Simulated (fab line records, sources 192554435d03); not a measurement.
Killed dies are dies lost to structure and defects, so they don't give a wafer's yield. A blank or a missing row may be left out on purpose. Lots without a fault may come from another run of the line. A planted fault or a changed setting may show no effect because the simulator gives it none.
One fault seen from 2 desks | flow n5_finfet | each desk has only its own numbers; what lay behind them comes last

THE METROLOGY DESK
What the gauges read, lot by lot, whatever tool the lot ran on: means of the sampled wafers that have a number. A lot is out of limits, marked OUT, if its mean lies more than 4 standard deviations from the usual mean; the brackets give that distance.
Columns: A = cd_nm at N5_BEOL_M12_CD_MEAS_10, usual 141.5 nm
lot  | first seen here | A
L840 | day 10 21:20    | 141.6
L841 | day 11 12:46    | 142.9
L842 | day 12 07:24    | 143.1
L845 | day 12 09:11    | 140.7
L847 | day 12 09:25    | 141.5
L844 | day 13 10:37    | 140.5
L852 | day 14 13:32    | 140.0
L854 | day 15 00:10    | 142.7
L860 | day 16 18:31    | 138.1
L859 | day 16 20:16    | 141.2
L862 | day 17 03:10    | 142.8
L863 | day 17 06:53    | 140.3
This desk's finding: nothing out of limits on any of the 12 lots.

THE TOOL OWNER'S DESK: plasma_asher-01
The tool's own readings at N5_BEOL_M12_STRIP_63 (strips in N2/H2): means of the sampled wafers that have a number, for each lot that ran on this tool. A lot is out of limits, marked OUT, if its mean lies more than 4 standard deviations from the usual mean; the brackets give that distance.
Columns: A = drypump_motor_current_A at N5_BEOL_M12_STRIP_63, usual 5.7 A; B = h2_flow_sccm at N5_BEOL_M12_STRIP_63, usual 3251 sccm; C = heater_power_w at N5_BEOL_M12_STRIP_63, usual 347 W; D = oes_product_au at N5_BEOL_M12_STRIP_63, usual 0.693 a.u.; E = strip_time_to_endpoint_s at N5_BEOL_M12_STRIP_63, usual 42.6 s
lot  | first seen here | A   | B              | C   | D     | E
L840 | day 10 21:44    | 5.8 | 3244           | 352 | 0.694 | 42.6
L841 | day 11 13:34    | 6.0 | 3257           | 349 | 0.696 | 42.8
L842 | day 12 07:55    | 5.8 | 3259           | 366 | 0.696 | 43.0
L845 | day 12 09:44    | 6.0 | 3240           | 353 | 0.690 | 43.1
L847 | day 12 12:43    | 6.0 | 3243           | 349 | 0.691 | 42.6
L852 | day 14 13:59    | 5.5 | 2914 (-34) OUT | 365 | 0.694 | 42.0
L854 | day 15 00:34    | 5.5 | 2937 (-31) OUT | 362 | 0.690 | 42.0
This desk's finding: out of limits on L852, L854; first on L852, day 14 13:59 (h2_flow_sccm at N5_BEOL_M12_STRIP_63). In limits: L840, L841, L842, L845, L847.

PUT TOGETHER
The tool owner's desk could have raised an alarm at day 14 13:59, on L852, L854.
The metrology desk saw nothing out of limits.
The metrology desk has L852, L854 on record, within its limits.
Of the lots named, all ran N5_BEOL_M12_STRIP_63 on plasma_asher-01.

WHAT THE SIMULATOR HAD PUT IN
Process parameter drift: plasma_asher-01, from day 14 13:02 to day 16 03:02, at N5_BEOL_M12_STRIP_63. Setting h2_flow_sccm, moved by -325, from 3250. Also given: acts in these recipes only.
Lots struck among those shown: L852, L854.
Hours from the fault's start to each desk's first reading out of limits: the tool owner's desk, 1.
